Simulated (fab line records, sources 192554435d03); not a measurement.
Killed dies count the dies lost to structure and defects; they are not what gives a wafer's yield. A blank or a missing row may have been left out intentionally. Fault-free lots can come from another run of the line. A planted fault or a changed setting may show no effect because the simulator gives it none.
Split-lot experiment    flow n5_finfet    21 wafers read from 7 lots, route of 1938 steps

## ON THE SPLIT
At N5_BEOL_M9_ETCH_66 (etches SOC in N2/H2, target depth 80 nm, overetch 16 nm, time 120 s), the setting time_s was moved away from the recipe's 120 s on 10 of the 21 wafers read, by -20.9% to +13.2%. The other wafers ran this setting at the recipe's value.

The reading comes from the split's own step.

## THE READING
SiARC_of_BEOL_M9_COAT_64.thk_nm (the simulator's own value, which no gauge read), in nm, at N5_BEOL_M9_ETCH_66 (etches SOC in N2/H2, target depth 80 nm, overetch 16 nm, time 120 s). No usual value for it is given in the file. Average 6.4 nm, standard deviation 0.1 nm, over the 11 wafers here run with the recipe.

wafer   tool, chamber at the split  time_s as run, s  against the recipe  SiARC_of_BEOL_M9_COAT_64.thk_nm, nm  against lot-mates on the recipe
L075.1  rie_diel-03, 1              120               recipe              6.2                                  -
L075.2  rie_diel-03, 2              120               recipe              6.4                                  -
L075.5  rie_diel-03, 2              120               recipe              6.6                                  -
L080.1  rie_diel-04, 1              135.3             +12.8%              5.8                                  -0.6
L080.3  rie_diel-04, 3              120               recipe              6.4                                  -
L080.4  rie_diel-04, 0              135.3             +12.8%              5.6                                  -0.8
L086.2  rie_diel-04, 0              120               recipe              6.2                                  -
L086.3  rie_diel-04, 3              131.2             +9.3%               6                                    -0.2
L086.4  rie_diel-04, 3              131.2             +9.3%               6                                    -0.2
L087.1  rie_diel-03, 2,0            110.4             -8.0%               6.8                                  +0.4
L087.3  rie_diel-03, 2,0            110.4             -8.0%               6.8                                  +0.4
L087.5  rie_diel-03, 3              120               recipe              6.4                                  -
L093.1  rie_diel-04, 2,3            120               recipe              6.4                                  -
L093.6  rie_diel-04, 2,3            120               recipe              6.4                                  -
L093.4  rie_diel-04, 2              135.8             +13.2%              5.6                                  -0.8
L095.1  rie_diel-04, 1,2            120               recipe              6.4                                  -
L095.4  rie_diel-04, 1,2            120               recipe              6.4                                  -
L095.6  rie_diel-04, 1              94.94             -20.9%              7.6                                  +1.2
L097.1  rie_diel-03, 0              120               recipe              6.4                                  -
L097.4  rie_diel-03, 2,3            132.3             +10.3%              5.8                                  -0.6
L097.5  rie_diel-03, 2,3            132.3             +10.3%              5.8                                  -0.6
When a row names more than one chamber, that row covers several wafers, and the file does not tell which wafer ran in which chamber.

FIT RESULTS
A straight line over all 21 wafers: SiARC_of_BEOL_M9_COAT_64.thk_nm changes by -0.0548 nm for each +1% of time_s; r = -0.98; the points scatter about the line by 0.097 nm.
The same after taking each lot's own level away (the mean of its wafers on the recipe; 21 wafers): -0.0529 nm for each +1%; r = -0.96; scatter 0.12 nm.
On that fit, the largest move of time_s shifts the reading by 1.1 nm.
Measured against the standard deviation above, the lots' own levels, which go from 6.20 to 6.40 nm, span 1.9 times it.
The two slopes are in agreement: the lot-to-lot level therefore moves the slope only a little.
Check: with one of the wafers moved furthest among these (-20.9%) left out of the fit, the line predicts +1.07 nm for it against its lot-mates. It came out at +1.2 nm against them.

## THE OTHER SPLITS THESE WAFERS WENT THROUGH
These wafers also went through other splits before the reading. Each is held against what the fit with the lots' levels taken away leaves over:
other split on the same wafers  wafers away from the commonest value  r with SiARC_of_BEOL_M9_COAT_64.thk_nm (lot level and that fit taken away)
N5_BEOL_M8_COAT_22 spin_rpm     8                                     -0.08

## FILE'S OWN FIT
SiARC_of_BEOL_M9_COAT_64.thk_nm changes by -0.0542 nm for each +1% of time_s, r = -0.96.
